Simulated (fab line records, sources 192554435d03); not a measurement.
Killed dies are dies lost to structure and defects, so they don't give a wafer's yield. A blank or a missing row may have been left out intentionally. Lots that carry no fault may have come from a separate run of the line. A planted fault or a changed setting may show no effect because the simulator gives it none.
Split-lot study | flow n5Finfet | route with 1938 steps; 7 lots, 39 wafers read

## ON THE SPLIT
At N5_SD_EPI_P_EPI_21 (deposits SiGe:B, time 355 s), the setting timeS was moved away from the recipe's 355 s on 15 of the 39 wafers read, by -14.6% to +13.3%. This setting was run at the recipe's value on the other wafers.

## FROM THE SPLIT TO THE READING: what the file shows between them, 5 steps
- N5_SD_EPI_P_EPI_MEAS_23
- N5_SD_EPI_P_HM_STRIP_48: strips SiNx in H3PO4, material SiNx, target depth 3 nm
- N5_SD_EPI_P_SRD_49: time 30 s
- N5_SD_ACTIVATION_RTA_00: time 0 s
- N5_SD_ACTIVATION_LSA_01: time 0.0008 s

## THE READING
RS_SD_P (ohm/sq), read at N5_SD_ACTIVATION_RS_MEAS_03 with a four-point probe. On this fab line, fault-free wafers typically give 56.0 ohm/sq with a standard deviation of 0.81 ohm/sq.

wafer  | tool, chamber at the split | timeS as run, s | against the recipe | RS_SD_P, ohm/sq | against lot-mates on the recipe
L076.1 | epiRpcvd-01, 0             | 316.5           | -10.8%             | 60.8            | +4.8
L076.2 | epiRpcvd-01, 0             | 316.5           | -10.8%             | 60.9            | +4.9
L076.3 | epiRpcvd-01, 0             | 355             | recipe             | 56.1            | -
L076.4 | epiRpcvd-01, 0             | 355             | recipe             | 55.6            | -
L076.5 | epiRpcvd-01, 0             | 355             | recipe             | 56.4            | -
L076.6 | epiRpcvd-01, 0             | 316.5           | -10.8%             | 60.5            | +4.5
L078.2 | epiRpcvd-03, 0             | 355             | recipe             | 54.9            | -
L078.4 | epiRpcvd-03, 0             | 355             | recipe             | 54.6            | -
L078.5 | epiRpcvd-03, 0             | 355             | recipe             | 54.7            | -
L082.1 | epiRpcvd-02, 0             | 355             | recipe             | 56.7            | -
L082.2 | epiRpcvd-02, 0             | 402.3           | +13.3%             | 52.3            | -4.0
L082.3 | epiRpcvd-02, 0             | 402.3           | +13.3%             | 51.3            | -5.0
L082.4 | epiRpcvd-02, 0             | 355             | recipe             | 56.3            | -
L082.5 | epiRpcvd-02, 0             | 355             | recipe             | 55.8            | -
L082.6 | epiRpcvd-02, 0             | 402.3           | +13.3%             | 51.7            | -4.6
L086.1 | epiRpcvd-03, 0             | 310.9           | -12.4%             | 60.3            | +4.8
L086.2 | epiRpcvd-03, 0             | 310.9           | -12.4%             | 59.8            | +4.3
L086.3 | epiRpcvd-03, 0             | 355             | recipe             | 55.9            | -
L086.4 | epiRpcvd-03, 0             | 355             | recipe             | 55.6            | -
L086.5 | epiRpcvd-03, 0             | 355             | recipe             | 55.1            | -
L086.6 | epiRpcvd-03, 0             | 310.9           | -12.4%             | 60.3            | +4.8
L087.1 | epiRpcvd-02, 0             | 355             | recipe             | 56.4            | -
L087.2 | epiRpcvd-02, 0             | 355             | recipe             | 55.7            | -
L087.3 | epiRpcvd-02, 0             | 355             | recipe             | 56.4            | -
L087.4 | epiRpcvd-02, 0             | 355             | recipe             | 56.0            | -
L087.5 | epiRpcvd-02, 0             | 355             | recipe             | 56.5            | -
L087.6 | epiRpcvd-02, 0             | 355             | recipe             | 55.8            | -
L088.1 | epiRpcvd-03, 0             | 355             | recipe             | 55.6            | -
L088.2 | epiRpcvd-03, 0             | 303             | -14.6%             | 62.1            | +6.0
L088.3 | epiRpcvd-03, 0             | 355             | recipe             | 56.0            | -
L088.4 | epiRpcvd-03, 0             | 303             | -14.6%             | 61.9            | +5.8
L088.5 | epiRpcvd-03, 0             | 355             | recipe             | 56.8            | -
L088.6 | epiRpcvd-03, 0             | 303             | -14.6%             | 61.6            | +5.5
L091.1 | epiRpcvd-03, 0             | 355             | recipe             | 56.2            | -
L091.2 | epiRpcvd-03, 0             | 374.3           | +5.4%              | 54.2            | -1.4
L091.3 | epiRpcvd-03, 0             | 374.3           | +5.4%              | 53.8            | -1.8
L091.4 | epiRpcvd-03, 0             | 374.3           | +5.4%              | 53.7            | -1.9
L091.5 | epiRpcvd-03, 0             | 355             | recipe             | 55.3            | -
L091.6 | epiRpcvd-03, 0             | 355             | recipe             | 55.3            | -

THE FIT
A straight line over all 39 wafers: RS_SD_P changes by -0.37 ohm/sq for each +1% of timeS; r = -0.97; the points scatter about the line by 0.63 ohm/sq.
The same after taking each lot's own level away (the mean of its wafers on the recipe; 39 wafers): -0.373 ohm/sq for each +1%; r = -0.99; scatter 0.4 ohm/sq.
The reading moves by 5.5 ohm/sq for the largest change in timeS, on that fit.
From 54.73 to 56.27 ohm/sq: that is the span of the lots' own levels, equal to 1.9 times the standard deviation above.
The two slopes agree, so the slope changes little with the lot-to-lot level.
Check: for one of the wafers moved furthest among these (-14.6%), held out of the fit, the line's prediction against its lot-mates is +5.55 ohm/sq. Against them it came out at +5.97 ohm/sq.

## FURTHER SPLITS ON THESE WAFERS
Note: prior to the reading, these wafers also went through further splits. Each is held against what the fit with the lots' levels taken away leaves over:
other split on the same wafers     | wafers away from the commonest value | r with RS_SD_P (lot level and that fit taken away)
N5_DUMMY_GATE_ETCH_37 sourceW      | 9                                    | -0.02
N5_DUMMY_GATE_ETCH_44 targetDepthA | 15                                   | +0.07
N5_SD_EPI_P_ETCH_16 targetDepthA   | 12                                   | +0.08

## THE WHOLE CHAIN: every reading that the file lists as answering this split, in the file's order
step                        | what it does                 | reading                                                                          | change (the file's fit)               | r (the file's)
N5_SD_EPI_P_EPI_21          | deposits SiGe:B, time 355 s  | SiGe-B_of_SD_EPI_P_EPI_21.thkNm (the simulator's own value, which no gauge read) | +0.388 nm for each +1% of the setting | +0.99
N5_SD_EPI_P_EPI_MEAS_23     |                              | thkNm                                                                            | withheld for each +1% of the setting  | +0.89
N5_SD_ACTIVATION_RS_MEAS_03 | measures by four-point-probe | RS_SD_P                                                                          | -0.377 for each +1% of the setting    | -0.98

## THE FILE'S OWN FIT
RS_SD_P changes by -0.377 ohm/sq for each +1% of timeS, r = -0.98.
